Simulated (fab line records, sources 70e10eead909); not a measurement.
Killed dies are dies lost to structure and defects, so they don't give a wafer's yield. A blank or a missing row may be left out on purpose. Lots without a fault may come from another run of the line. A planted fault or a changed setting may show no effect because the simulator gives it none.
Which tool did it? | flow nand_harc | 24 lots, 72 wafers sampled, at 5 steps of a route of 1302

WHAT THE GAUGES READ, wafer by wafer
NHARC_P_M1_THK_MEAS_24: measures by xrf.
lot  | measured     | on            | thk_nm (nm)
L075 | day 6 13:17  | film_metro-01 | 159.6 157.1 158.3
L074 | day 6 14:26  | film_metro-01 | 155.8 158.1 157.0
L076 | day 7 03:43  | film_metro-02 | 157.5 158.7 160.1
L077 | day 7 17:20  | film_metro-02 | 156.6 156.8 157.2
L078 | day 8 02:34  | film_metro-02 | 159.0 159.8 157.4
L079 | day 8 13:13  | film_metro-01 | 158.5 161.3 158.3
L080 | day 9 01:48  | film_metro-02 | 160.1 156.1 157.9
L081 | day 9 10:36  | film_metro-01 | 158.7 158.7 160.7
L082 | day 9 20:36  | film_metro-01 | 158.1 160.5 158.3
L083 | day 10 01:15 | film_metro-01 | 158.1 157.2 157.2
L084 | day 10 10:25 | film_metro-01 | 157.8 156.9 155.9
L085 | day 11 00:38 | film_metro-01 | 157.0 157.7 156.2
L086 | day 11 11:43 | film_metro-01 | 160.0 158.6 157.7
L087 | day 11 14:59 | film_metro-02 | 155.5 160.1 155.4
L088 | day 12 14:37 | film_metro-02 | 156.2 157.1 156.9
L089 | day 12 15:29 | film_metro-02 | 157.9 156.5 157.3
L090 | day 13 06:49 | film_metro-01 | 158.4 156.2 158.2
L091 | day 13 14:47 | film_metro-01 | 160.0 158.2 160.2
L092 | day 13 20:20 | film_metro-02 | 161.4 159.6 159.6
L093 | day 14 08:28 | film_metro-02 | 156.5 159.1 158.0
L095 | day 15 00:23 | film_metro-02 | 156.9 160.5 156.7
L094 | day 15 00:04 | film_metro-01 | 159.0 158.1 157.4
L096 | day 15 09:25 | film_metro-01 | 157.3 157.4 156.9
L097 | day 15 18:26 | film_metro-02 | 159.4 160.6 157.4

WHICH TOOL RAN EACH LOT (tool, then ch and the chambers of the sampled wafers, then the start)
lot  | NHARC_P_CONTACT_ETCH_36                       | NHARC_P_M0_ANNEAL_30             | NHARC_P_M0_PRE_CLEAN_31         | NHARC_P_M1_PVD_20
L075 | rie_diel-03 ch 1,2,3, day 6 08:31 or earlier  | rtp_anneal-02 ch 0, day 6 08:31  | pecvd-01 ch 0,2, day 6 09:18    | pvd_sputter-03, day 6 13:17 or earlier
L074 | rie_diel-09 ch 0,1,2, day 6 09:13 or earlier  | rtp_anneal-02 ch 0, day 6 09:13  | pecvd-03 ch 1,2, day 6 10:02    | pvd_sputter-02, day 6 14:26 or earlier
L076 | rie_diel-09 ch 0,3, day 6 23:01 or earlier    | rtp_anneal-02 ch 0, day 6 23:01  | pecvd-03 ch 0,1,2, day 6 23:56  | pvd_sputter-03, day 7 03:43 or earlier
L077 | rie_diel-03 ch 1,2,3, day 7 12:28 or earlier  | rtp_anneal-01 ch 0, day 7 12:28  | pecvd-01 ch 1,2, day 7 13:24    | pvd_sputter-03, day 7 17:20 or earlier
L078 | rie_diel-09 ch 1,3, day 7 21:43 or earlier    | rtp_anneal-01 ch 0, day 7 21:43  | pecvd-03 ch 0,1, day 7 22:35    | pvd_sputter-01, day 8 02:34 or earlier
L079 | rie_diel-07 ch 1,2,3, day 8 08:15 or earlier  | rtp_anneal-02 ch 0, day 8 08:15  | pecvd-01 ch 0,1,2, day 8 09:08  | pvd_sputter-01, day 8 13:13 or earlier
L080 | rie_diel-09 ch 0,2,3, day 8 21:07 or earlier  | rtp_anneal-02 ch 0, day 8 21:07  | pecvd-01 ch 1,2, day 8 22:01    | pvd_sputter-03, day 9 01:48 or earlier
L081 | rie_diel-07 ch 0,3, day 9 05:47 or earlier    | rtp_anneal-01 ch 0, day 9 05:47  | pecvd-03 ch 1,2, day 9 06:38    | pvd_sputter-01, day 9 10:36 or earlier
L082 | rie_diel-09 ch 0,1, day 9 15:48 or earlier    | rtp_anneal-01 ch 0, day 9 15:48  | pecvd-04 ch 1, day 9 16:38      | pvd_sputter-01, day 9 20:36 or earlier
L083 | rie_diel-03 ch 2,3, day 9 20:26 or earlier    | rtp_anneal-02 ch 0, day 9 20:26  | pecvd-04 ch 1,2, day 9 21:14    | pvd_sputter-01, day 10 01:15 or earlier
L084 | rie_diel-07 ch 0,3, day 10 05:39 or earlier   | rtp_anneal-02 ch 0, day 10 05:39 | pecvd-01 ch 0,1,2, day 10 06:29 | pvd_sputter-03, day 10 10:25 or earlier
L085 | rie_diel-03 ch 0,1,3, day 10 19:52 or earlier | rtp_anneal-02 ch 0, day 10 19:52 | pecvd-04 ch 0,1, day 10 20:43   | pvd_sputter-02, day 11 00:38 or earlier
L086 | rie_diel-09 ch 0,1,2, day 11 06:54 or earlier | rtp_anneal-01 ch 0, day 11 06:54 | pecvd-04 ch 0,1, day 11 07:47   | pvd_sputter-03, day 11 11:43 or earlier
L087 | rie_diel-09 ch 0,2,3, day 11 09:40 or earlier | rtp_anneal-01 ch 0, day 11 09:40 | pecvd-03 ch 1,2, day 11 10:52   | pvd_sputter-03, day 11 14:59 or earlier
L088 | rie_diel-03 ch 1,2, day 12 09:35 or earlier   | rtp_anneal-02 ch 0, day 12 09:35 | pecvd-01 ch 0,1,2, day 12 10:41 | pvd_sputter-02, day 12 14:37 or earlier
L089 | rie_diel-07 ch 1,2,3, day 12 10:49 or earlier | rtp_anneal-01 ch 0, day 12 10:49 | pecvd-03 ch 0,1,2, day 12 11:37 | pvd_sputter-03, day 12 15:29 or earlier
L090 | rie_diel-07 ch 0,3, day 13 01:55 or earlier   | rtp_anneal-02 ch 0, day 13 01:55 | pecvd-04 ch 0,2, day 13 02:49   | pvd_sputter-03, day 13 06:49 or earlier
L091 | rie_diel-03 ch 0,1, day 13 09:52 or earlier   | rtp_anneal-02 ch 0, day 13 09:52 | pecvd-04 ch 0,1, day 13 10:46   | pvd_sputter-01, day 13 14:47 or earlier
L092 | rie_diel-03 ch 0,2,3, day 13 15:33 or earlier | rtp_anneal-02 ch 0, day 13 15:33 | pecvd-03 ch 1,2, day 13 16:23   | pvd_sputter-02, day 13 20:20 or earlier
L093 | rie_diel-07 ch 0,2,3, day 14 03:37 or earlier | rtp_anneal-02 ch 0, day 14 03:37 | pecvd-03 ch 0,2, day 14 04:31   | pvd_sputter-02, day 14 08:28 or earlier
L095 | rie_diel-07 ch 1,2,3, day 14 19:00 or earlier | rtp_anneal-01 ch 0, day 14 19:00 | pecvd-01 ch 0,1,2, day 14 19:54 | pvd_sputter-01, day 15 00:23 or earlier
L094 | rie_diel-03 ch 0,1,2, day 14 19:13 or earlier | rtp_anneal-02 ch 0, day 14 19:13 | pecvd-03 ch 0,1, day 14 20:10   | pvd_sputter-02, day 15 00:04 or earlier
L096 | rie_diel-09 ch 0,1,3, day 15 04:48 or earlier | rtp_anneal-02 ch 0, day 15 04:48 | pecvd-03 ch 1,2, day 15 05:40   | pvd_sputter-02, day 15 09:25 or earlier
L097 | rie_diel-07 ch 1,2, day 15 13:36 or earlier   | rtp_anneal-02 ch 0, day 15 13:36 | pecvd-01 ch 0,1,2, day 15 14:23 | pvd_sputter-01, day 15 18:26 or earlier
- NHARC_P_CONTACT_ETCH_36: etches the open film in N2/H2, target depth 260 nm, time 406.25 s.
- NHARC_P_M0_ANNEAL_30: time 90 s.
- NHARC_P_M0_PRE_CLEAN_31: time 12 s.
- NHARC_P_M1_PVD_20: deposits TaN, target thk 5 nm, time 8.06 s.

WHAT THE TOOLS THEMSELVES READ (means of the sampled wafers that have a number; where no wafer has one, the mark that the record gives instead)
NHARC_P_CONTACT_ETCH_36.
lot  | tool        | drypump_motor_current_A (A) | mfc_ar_sccm (sccm) | oes_product_au (a.u.) | rf_vpp_V (V) | showerhead_plenum_p_Torr (Torr) | throttle_valve_pct (%)
L075 | rie_diel-03 | 6.1                         | 0.012              | 0.998                 | 434          | 2.13                            | 14.172
L074 | rie_diel-09 | 5.7                         | 0.005              | 0.992                 | 432          | 2.07                            | 14.174
L076 | rie_diel-09 | 5.8                         | 0.000              | 0.988                 | 427          | 1.93                            | 14.173
L077 | rie_diel-03 | 6.1                         | 0.012              | 0.994                 | 433          | 2.13                            | 14.180
L078 | rie_diel-09 | 6.3                         | 0.005              | 0.983                 | 431          | 2.04                            | 14.183
L079 | rie_diel-07 | 5.7                         | 0.008              | 1.006                 | 430          | 2.01                            | 14.173
L080 | rie_diel-09 | 6.0                         | 0.000              | 0.989                 | 430          | 2.01                            | 14.181
L081 | rie_diel-07 | 5.7                         | 0.004              | 1.002                 | 434          | 2.18                            | 14.175
L082 | rie_diel-09 | 5.7                         | 0.009              | 0.987                 | 432          | 2.08                            | 14.169
L083 | rie_diel-03 | 6.2                         | 0.012              | 0.997                 | 433          | 2.09                            | 14.171
L084 | rie_diel-07 | 5.9                         | 0.008              | 0.999                 | 433          | 2.19                            | 14.172
L085 | rie_diel-03 | 5.6                         | 0.004              | 0.994                 | 433          | 2.13                            | 14.178
L086 | rie_diel-09 | 5.7                         | 0.005              | 0.996                 | 430          | 2.07                            | 14.170
L087 | rie_diel-09 | 5.9                         | 0.000              | 0.985                 | 429          | 2.01                            | 14.166
L088 | rie_diel-03 | 6.3                         | 0.023              | 0.995                 | 433          | 2.14                            | 14.177
L089 | rie_diel-07 | 5.7                         | 0.008              | 1.007                 | 429          | 2.01                            | 14.162
L090 | rie_diel-07 | 5.9                         | 0.008              | 0.994                 | 435          | 2.19                            | 14.165
L091 | rie_diel-03 | 5.5                         | 0.008              | 1.011                 | 433          | 2.14                            | 14.168
L092 | rie_diel-03 | 6.0                         | 0.016              | 1.005                 | 433          | 2.10                            | 14.164
L093 | rie_diel-07 | 5.7                         | 0.004              | 0.994                 | 432          | 2.09                            | 14.179
L095 | rie_diel-07 | 5.7                         | 0.008              | 1.000                 | 430          | 2.01                            | 14.174
L094 | rie_diel-03 | 5.9                         | 0.016              | 0.999                 | 433          | 2.14                            | 14.166
L096 | rie_diel-09 | 5.9                         | 0.005              | 0.991                 | 430          | 2.01                            | 14.165
L097 | rie_diel-07 | 5.5                         | 0.004              | 1.013                 | 427          | 1.91                            | 14.178

NHARC_P_M0_ANNEAL_30.
lot  | tool          | wafer_temp_C_max
L075 | rtp_anneal-02 | 225.76
L074 | rtp_anneal-02 | 225.60
L076 | rtp_anneal-02 | 225.59
L077 | rtp_anneal-01 | 225.69
L078 | rtp_anneal-01 | 225.78
L079 | rtp_anneal-02 | 225.46
L080 | rtp_anneal-02 | 225.38
L081 | rtp_anneal-01 | 225.52
L082 | rtp_anneal-01 | 225.58
L083 | rtp_anneal-02 | 225.56
L084 | rtp_anneal-02 | 225.84
L085 | rtp_anneal-02 | 225.49
L086 | rtp_anneal-01 | 225.52
L087 | rtp_anneal-01 | 225.75
L088 | rtp_anneal-02 | 225.61
L089 | rtp_anneal-01 | 225.57
L090 | rtp_anneal-02 | 225.87
L091 | rtp_anneal-02 | 225.79
L092 | rtp_anneal-02 | 225.46
L093 | rtp_anneal-02 | 225.64
L095 | rtp_anneal-01 | 225.44
L094 | rtp_anneal-02 | 225.25
L096 | rtp_anneal-02 | 225.60
L097 | rtp_anneal-02 | 225.29

NHARC_P_M0_PRE_CLEAN_31.
lot  | tool     | heater_power_w (W)
L075 | pecvd-01 | 656
L074 | pecvd-03 | 728
L076 | pecvd-03 | 676
L077 | pecvd-01 | 649
L078 | pecvd-03 | 657
L079 | pecvd-01 | 684
L080 | pecvd-01 | 591
L081 | pecvd-03 | 678
L082 | pecvd-04 | 545
L083 | pecvd-04 | 619
L084 | pecvd-01 | 690
L085 | pecvd-04 | 543
L086 | pecvd-04 | 548
L087 | pecvd-03 | 664
L088 | pecvd-01 | 675
L089 | pecvd-03 | 643
L090 | pecvd-04 | 728
L091 | pecvd-04 | 535
L092 | pecvd-03 | 663
L093 | pecvd-03 | 640
L095 | pecvd-01 | 670
L094 | pecvd-03 | 663
L096 | pecvd-03 | 637
L097 | pecvd-01 | 624

NHARC_P_M1_PVD_20.
lot  | tool           | throttle_valve_pct (%)
L075 | pvd_sputter-03 | 30.0
L074 | pvd_sputter-02 | 28.2
L076 | pvd_sputter-03 | 29.7
L077 | pvd_sputter-03 | 29.8
L078 | pvd_sputter-01 | 29.3
L079 | pvd_sputter-01 | 29.2
L080 | pvd_sputter-03 | 29.5
L081 | pvd_sputter-01 | 29.2
L082 | pvd_sputter-01 | 29.2
L083 | pvd_sputter-01 | 29.1
L084 | pvd_sputter-03 | 29.9
L085 | pvd_sputter-02 | 29.9
L086 | pvd_sputter-03 | 30.1
L087 | pvd_sputter-03 | 30.1
L088 | pvd_sputter-02 | 29.5
L089 | pvd_sputter-03 | 30.1
L090 | pvd_sputter-03 | 30.1
L091 | pvd_sputter-01 | 29.7
L092 | pvd_sputter-02 | 30.2
L093 | pvd_sputter-02 | 29.5
L095 | pvd_sputter-01 | 29.0
L094 | pvd_sputter-02 | 29.5
L096 | pvd_sputter-02 | 29.7
L097 | pvd_sputter-01 | 29.2

THE ANSWER, worked out from the rows above alone
Rule: what is usual is taken from the lots themselves. Put in order of their means at a reading, lots are off if they are a third of the lots or fewer, leave a main group of 4 or more, and stand apart from it by a gap of 3 or more times the standard deviation of the main group's means; of several such gaps the widest counts. A main group whose means are all the same, to the digits that the tables above print for the reading, isn't used. A lot without any number at a reading at which 4 lots or more have one is off too. The other lots that the step has rows for count as sound. The gauges are gone through in route order, then the tools' own readings, and for those a lot's mean is taken as printed above. The first step at which some lot is off is used, and at that step the reading that is off furthest; a lot without a number counts as furthest.
No lot is off at any reading shown: from this, nothing can be told.

WHAT THE SIMULATOR HAD PUT IN
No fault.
